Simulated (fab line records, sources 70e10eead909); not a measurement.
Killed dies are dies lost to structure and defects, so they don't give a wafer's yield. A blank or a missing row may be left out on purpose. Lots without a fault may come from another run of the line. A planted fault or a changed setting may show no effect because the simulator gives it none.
Chamber matching | flow nand_harc | NHARC_P_M2_CMP_23 on cmp-01: 4 sister chambers
The step polishes, t overpolish 20 s, target thk 144.3 nm. 8 wafers are shown with their chamber, then 10 later ones without.

WAFERS WITH THEIR CHAMBER
wafer  | chamber | motor_current_A (A) | slurry_filter_dp_kPa (kPa)
L086.1 | 3       | 10.4                | 13.29
L086.2 | 2       | 14.0                | 13.20
L086.5 | 1       | 12.1                | 13.38
L092.2 | 2       | 13.6                | 13.40
L092.3 | 3       | 10.3                | 13.16
L092.4 | 0       | 11.9                | 13.58
L093.1 | 1       | 11.7                | 13.57
L093.3 | 0       | 12.6                | 13.47

WAFERS WITHOUT THEIR CHAMBER
wafer  | motor_current_A (A) | slurry_filter_dp_kPa (kPa)
L093.4 | 13.7                | 13.43
L094.1 | 12.3                | 13.55
L094.3 | 9.9                 | 13.46
L094.6 | 13.0                | 13.33
L096.1 | 12.6                | 13.37
L096.2 | 13.4                | 13.48
L096.5 | 13.6                | 13.25
L097.2 | 12.6                | 13.69
L097.3 | 13.4                | 13.52
L097.4 | 11.5                | 13.46

WHICH CHAMBER EACH WENT THROUGH
wafer  | from the rows above          | in truth
L093.4 | 2                            | 2
L094.1 | can't be placed: 0 or 1      | 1
L094.3 | 3                            | 3
L094.6 | can't be placed: 2 or 0 or 1 | 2
L096.1 | can't be placed: 0 or 1      | 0
L096.2 | can't be placed: 2 or 0      | 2
L096.5 | 2                            | 2
L097.2 | can't be placed: 0 or 1      | 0
L097.3 | can't be placed: 2 or 0      | 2
L097.4 | can't be placed: 1 or 0      | 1
Placed correctly: 3 of 10. Can't be placed from these rows: 7 (the true chamber is among the candidates in 7). Placed wrongly: 0.
How it was worked out, from the rows above alone: a wafer's distance from a chamber is the root of the sum, over the readings, of the square of ((its reading less the chamber's mean) divided by the reading's scatter). The wafer belongs to the nearest chamber; if the next one is less than 2 further off, it can't be placed. A chamber's mean is the mean of its shown wafers. The scatter: the root of (the sum of the squares of (reading less its chamber's mean) over the shown wafers, divided by (wafers less chambers)).
